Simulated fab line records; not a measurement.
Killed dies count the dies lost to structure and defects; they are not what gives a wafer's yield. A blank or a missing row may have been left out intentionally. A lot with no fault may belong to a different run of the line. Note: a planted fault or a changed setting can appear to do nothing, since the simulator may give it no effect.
8D (eight disciplines) problem report, filled in by code || flow nand harc || the parts of the form that need people (team, actions taken, sign-off) are left out

1. WHAT WENT WRONG
At NHARC_A_ONON_D1_THK_MEAS_11, thk nm averages 896 nm over 3 wafers from 2 lots, while fault-free wafers read 1001 nm, standard deviation 8.8. That is -12 standard deviations from the usual mean.
The step: measures by ellipsometry.
Earliest sighting: wafer L194.1 on film metro-02 at day 11 07:25. Wafers with a number at this step in the record: 41, from 14 lots. The rule behind "out" and "out of limits": a value lying over 4 standard deviations away from the usual mean. The other wafers with a number count as sound.

2. WHAT IT IS, WHAT IT ISN'T
{"question": "which readings at this step", "is": "thk nm", "is not": "-"}
{"question": "which lots", "is": "L194, L197", "is not": "L178, L180, L181, L182, L184, L185, L186, L187, L188, L189, L191, L199"}
{"question": "which wafers of those lots", "is": "L194.1, L197.1, L197.3", "is not": "L194.4, L197.4"}
{"question": "read on which gauges", "is": "film metro-01, film metro-02", "is not": "-"}
{"question": "when", "is": "from day 11 07:25", "is not": "up to then (34 sound wafers); but 4 sound wafers of L197, L199 came after"}

3. WHAT RULES OUT EACH SUSPECT
Counting: a tool at a process step up to the reading stays a suspect if it ran every lot that is out. Sound lots after the first of them don't rule it out here, since some wafers of a struck lot are sound.
- the gauge at NHARC_A_ONON_D1_THK_MEAS_11 has been ruled out. 2 gauges (film metro-01, film metro-02) read the wafers that are out.
- rie diel-08 at NHARC_P_BONDPAD_ACTIVATE_29 (chemistry N2, time 60 s): kept. Ran every lot that is out, first one L194 (day 10 06:23); last sound lot up to then L191 (day 9 20:28).
- pecvd onon-03 at NHARC_A_ONON_D1_DEP_09 (target thk 1000 nm): kept. Ran every lot that is out, first one L194 (day 11 06:54); last sound lot up to then L187 (day 10 00:20).
Remaining after the count are rie diel-08 at NHARC_P_BONDPAD_ACTIVATE_29 and pecvd onon-03 at NHARC_A_ONON_D1_DEP_09.

4. THE CAUSE (what the simulator had put in)
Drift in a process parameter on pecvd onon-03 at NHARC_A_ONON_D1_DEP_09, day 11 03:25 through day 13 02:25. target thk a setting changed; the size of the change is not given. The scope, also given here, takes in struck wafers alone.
2 suspects survive the count, and this tool is in that group.

5. THE CHAIN OF EFFECTS, in route order
Rows list readings where the struck wafers' mean (over those with a number) sits beyond 3 standard deviations from the usual. Readings are gone through only where the record gives a usual standard deviation; hours: the median, over the lots, of the time from a lot's start at the first step in this table giving one to that lot's start at this step; sigmas: the change measured in usual standard deviations.
{"hours": 0, "step": "NHARC_A_ONON_D1_THK_MEAS_11", "reading": "thk nm", "usual": "1001 nm", "on struck wafers": 896, "change": -105, "sigmas": -12}

6. HOW IT WOULD HAVE BEEN CAUGHT EARLIER
In this record the first reading out of limits at a measuring or inspecting step was taken at day 11 07:25, 4 hours after the fault began at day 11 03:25.
Among the 2 lots that are out, L197 began NHARC_A_ONON_D1_DEP_09 on pecvd onon-03 after day 11 07:25. Had the tool been put on hold then, it would have been spared.
